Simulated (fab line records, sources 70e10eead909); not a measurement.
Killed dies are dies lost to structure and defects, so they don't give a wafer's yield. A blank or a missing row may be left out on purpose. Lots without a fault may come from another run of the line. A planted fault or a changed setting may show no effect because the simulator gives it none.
Chamber matching | flow nand_harc | NHARC_P_M1_ETCH_35 on rie_diel-06: 4 sister chambers
The step etches the open film in N2/H2, target depth 40 nm, overetch 12 nm, time 43.94 s. 14 wafers are shown with their chamber, then 7 later ones without.

WAFERS WITH THEIR CHAMBER
wafer  | chamber | drypump_motor_current_A (A) | oes_product_au (a.u.) | rf_vpp_V (V)
L076.4 | 3       | 5.6                         | 1.000                 | 431.3
L076.5 | 2       | 4.8                         | 0.996                 | 429.7
L076.6 | 1       | 6.2                         | 1.015                 | 436.1
L075.1 | 1       | 6.2                         | 1.004                 | 431.7
L075.2 | 3       | 5.6                         | 1.000                 | 433.0
L075.6 | 1       | 6.2                         | 1.003                 | 432.9
L079.4 | 0       | 6.3                         | 0.983                 | 430.8
L079.5 | 1       | 6.2                         | 1.005                 | 433.1
L079.6 | 0       | 6.3                         | 0.977                 | 429.2
L080.4 | 2       | 4.8                         | 0.990                 | 429.3
L080.5 | 1       | 6.2                         | 0.998                 | 431.1
L080.6 | 2       | 4.9                         | 0.989                 | 428.9
L082.1 | 1       | 6.2                         | 1.012                 | 432.7
L082.2 | 0       | 6.3                         | 0.974                 | 428.9

SIGNATURES (means of the wafers above)
reading                 | chamber 0 | chamber 1 | chamber 2 | chamber 3 | scatter within a chamber
drypump_motor_current_A | 6.300     | 6.200     | 4.833     | 5.600     | 0.0258
oes_product_au          | 0.97800   | 1.00617   | 0.99167   | 1.00000   | 0.00515
rf_vpp_V                | 429.633   | 432.933   | 429.300   | 432.150   | 1.37
Rule: a wafer's distance from a chamber is the root of the sum, over the readings, of the square of ((its reading less the chamber's mean) divided by the reading's scatter). The wafer belongs to the nearest chamber; if the next one is less than 2 further off, it can't be placed. The scatter: the root of (the sum of the squares of (reading less its chamber's mean) over the shown wafers, divided by (wafers less chambers)).

WAFERS WITHOUT THEIR CHAMBER
wafer  | drypump_motor_current_A (A) | oes_product_au (a.u.) | rf_vpp_V (V)
L082.4 | 4.8                         | 0.992                 | 430.3
L085.1 | 6.3                         | 0.987                 | 430.6
L085.2 | 5.6                         | 0.999                 | 432.7
L085.5 | 6.3                         | 0.992                 | 429.2
L087.1 | 4.8                         | 1.000                 | 428.4
L087.2 | 6.3                         | 0.978                 | 429.5
L087.6 | 5.6                         | 1.006                 | 431.5

WHICH CHAMBER EACH WENT THROUGH
wafer  | from the rows above | in truth
L082.4 | 2                   | 2
L085.1 | 0                   | 0
L085.2 | 3                   | 3
L085.5 | 0                   | 0
L087.1 | 2                   | 2
L087.2 | 0                   | 0
L087.6 | 3                   | 3
Placed correctly: 7 of 7. Can't be placed from these rows: 0. Placed wrongly: 0.
